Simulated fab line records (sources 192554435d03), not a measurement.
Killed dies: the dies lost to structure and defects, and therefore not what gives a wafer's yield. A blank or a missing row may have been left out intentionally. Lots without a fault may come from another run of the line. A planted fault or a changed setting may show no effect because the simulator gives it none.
What tool caused it? | flow n5Finfet | 11 lots with 31 wafers sampled at 5 steps, on a route of 1938 steps

WHAT THE GAUGES SHOWED, per wafer
N5_BEOL_M11_CD_MEAS_28 targets a cd of 70 nm.
lot  | measured     | on       | cdNm (nm)
L115 | day 10 18:53 | cdSem-01 | 70.0 70.0 68.6
L118 | day 11 14:02 | cdSem-02 | 69.2 69.6 69.2
L121 | day 12 08:04 | cdSem-03 | 68.5 69.9 68.6
L122 | day 12 16:14 | cdSem-03 | 69.3 66.8
L124 | day 13 06:54 | cdSem-03 | 70.2 70.9 70.7
L125 | day 13 10:10 | cdSem-02 | 69.2 69.7
L126 | day 13 19:32 | cdSem-02 | 70.3 68.4 69.3
L128 | day 13 19:43 | cdSem-01 | 69.1 70.4 69.4
L132 | day 15 10:09 | cdSem-01 | 68.6 70.1 69.2
L136 | day 16 10:01 | cdSem-01 | 68.9 70.1 69.1
L137 | day 17 10:03 | cdSem-02 | 69.4 70.7 70.4

N5_BEOL_M11_OVL_MEAS_29.
lot  | measured     | on         | V10_OVL (nm)
L115 | day 10 18:55 | overlay-01 | 0.0 0.3 0.2
L118 | day 11 14:04 | overlay-01 | 0.0 0.1 -0.6
L121 | day 12 08:06 | overlay-01 | 0.4 0.4 0.4
L122 | day 12 16:16 | overlay-01 | 10.0 9.1
L124 | day 13 06:56 | overlay-02 | 10.0 10.3 9.6
L125 | day 13 10:12 | overlay-01 | 8.6 9.2
L126 | day 13 19:34 | overlay-01 | 0.5 0.2 1.4
L128 | day 13 19:44 | overlay-02 | 0.8 -0.3 0.1
L132 | day 15 10:11 | overlay-01 | 0.3 -0.2 -0.3
L136 | day 16 10:02 | overlay-01 | -0.3 1.2 -0.4
L137 | day 17 10:04 | overlay-01 | 0.7 -0.4 1.4

N5_BEOL_M11_INSPECT_30: inspects for defects (brightfield).
lot  | measured     | on               | rawDefectCount
L115 | day 10 18:56 | defectInspect-01 | 613 506 393
L118 | day 11 14:06 | defectInspect-01 | 444 422 440
L121 | day 12 08:07 | defectInspect-01 | 392 375 437
L122 | day 12 16:17 | defectInspect-01 | 384 459
L124 | day 13 06:57 | defectInspect-02 | 415 493 430
L125 | day 13 10:14 | defectInspect-02 | 333 385
L126 | day 13 19:35 | defectInspect-01 | 490 434 580
L128 | day 13 19:46 | defectInspect-02 | 399 494 372
L132 | day 15 10:13 | defectInspect-01 | 406 364 454
L136 | day 16 10:04 | defectInspect-01 | 564 496 585
L137 | day 17 10:06 | defectInspect-01 | 400 395 399

WHAT TOOL EACH LOT RAN ON (gives the tool, then ch and the chambers of the sampled wafers, and finally the start)
lot  | N5_BEOL_M11_ETCH_61               | N5_BEOL_M11_EXPOSE_25
L115 | rieDiel-06 ch 1,2,3, day 10 17:28 | arfiScanner-03 ch 0, day 10 18:45
L118 | rieDiel-01 ch 0,2, day 11 13:10   | arfiScanner-03 ch 0, day 11 13:55
L121 | rieDiel-06 ch 0,2,3, day 12 05:35 | arfiScanner-02 ch 0, day 12 07:56
L122 | rieDiel-06 ch 0,2, day 12 13:23   | arfiScanner-03 ch 0, day 12 16:06
L124 | rieDiel-02 ch 0,1,2, day 13 05:35 | arfiScanner-03 ch 0, day 13 06:46
L125 | rieDiel-02 ch 0,1, day 13 08:28   | arfiScanner-03 ch 0, day 13 10:03
L126 | rieDiel-06 ch 0,1, day 13 17:53   | arfiScanner-01 ch 0, day 13 19:24
L128 | rieDiel-02 ch 0,1,3, day 13 18:37 | arfiScanner-02 ch 0, day 13 19:35
L132 | rieDiel-06 ch 2,3, day 15 09:19   | arfiScanner-02 ch 0, day 15 10:02
L136 | rieDiel-01 ch 0,1,3, day 16 08:17 | arfiScanner-02 ch 0, day 16 09:53
L137 | rieDiel-01 ch 0,2,3, day 17 09:03 | arfiScanner-02 ch 0, day 17 09:55
- N5_BEOL_M11_ETCH_61: etches SiARC in CF4, target depth 39 nm, time 65 s.
- N5_BEOL_M11_EXPOSE_25: exposes mask V10.

WHAT THE TOOLS THEMSELVES READ (means of the sampled wafers that have a number; where no wafer has one, the mark that the record gives instead)
N5_BEOL_M11_ETCH_61.
lot  | tool       | drypumpMotorCurrentA (A) | etchRfOnTimeS (s) | oesProductAu (a.u.) | rfVppV (V) | showerheadPlenumPTorr (Torr) | throttleValvePct (%)
L115 | rieDiel-06 | 5.4                      | 63.7              | 0.73                | 184.2      | 2.16                         | 15.46
L118 | rieDiel-01 | 5.5                      | 64.0              | 0.65                | 183.4      | 2.15                         | 15.76
L121 | rieDiel-06 | 5.5                      | 63.5              | 0.70                | 185.7      | 2.16                         | 15.56
L122 | rieDiel-06 | 5.6                      | 63.9              | 0.69                | 183.5      | 2.15                         | 15.64
L124 | rieDiel-02 | 5.6                      | 64.8              | 0.67                | 183.7      | 2.17                         | 15.65
L125 | rieDiel-02 | 5.6                      | 64.2              | 0.71                | 185.4      | 2.16                         | 15.55
L126 | rieDiel-06 | 5.8                      | 64.3              | 0.76                | 184.5      | 2.09                         | 15.30
L128 | rieDiel-02 | 5.8                      | 65.6              | 0.73                | 184.6      | 2.14                         | 15.48
L132 | rieDiel-06 | 5.4                      | 63.9              | 0.66                | 184.3      | 2.17                         | 15.61
L136 | rieDiel-01 | 5.9                      | 64.7              | 0.67                | 184.1      | 2.16                         | 15.70
L137 | rieDiel-01 | 5.6                      | 64.4              | 0.63                | 183.3      | 2.17                         | 15.70

THE ANSWER, worked out from the rows above alone
Rule: the usual values come from the lots themselves. Put in order of their means at a reading, lots are off if they are a third of the lots or fewer, leave a main group of 4 or more, and stand apart from it by a gap of 3 or more times the standard deviation of the main group's means; of several such gaps the widest counts. Not used: any main group whose means are identical at the precision the tables above print for the reading. Also off: a lot with no number at a reading for which 4 or more lots have one. All remaining lots with rows at the step are treated as sound. After the gauges, taken in route order, come the tools' own readings; for these a lot's mean is taken, as printed above. The first step at which some lot is off is used, and at that step the reading that is off furthest; a lot without a number counts as furthest.
Off: at N5_BEOL_M11_OVL_MEAS_29 (V10_OVL), L122, L124, L125. For the main group the mean is 0.2 nm and the standard deviation 0.28.
If a tool, at a process step before that reading, ran all the lots that are off and no sound lot after the first of them, it fits. Gauges at N5_BEOL_M11_OVL_MEAS_29: tried the same way as those tools. One fits: N5_BEOL_M11_EXPOSE_25 on arfiScanner-03. Its last sound lot is L118 (day 11 13:55), its first lot that is off L122 (day 12 16:06): a fault that began between those two fits.

WHAT THE SIMULATOR PUT IN
Scanner matching overlay: arfiScanner-03, from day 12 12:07 on, at N5_BEOL_M11_EXPOSE_25. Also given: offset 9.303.
Shown lots that were struck: L122, L124, L125. Same finding as the rule above.
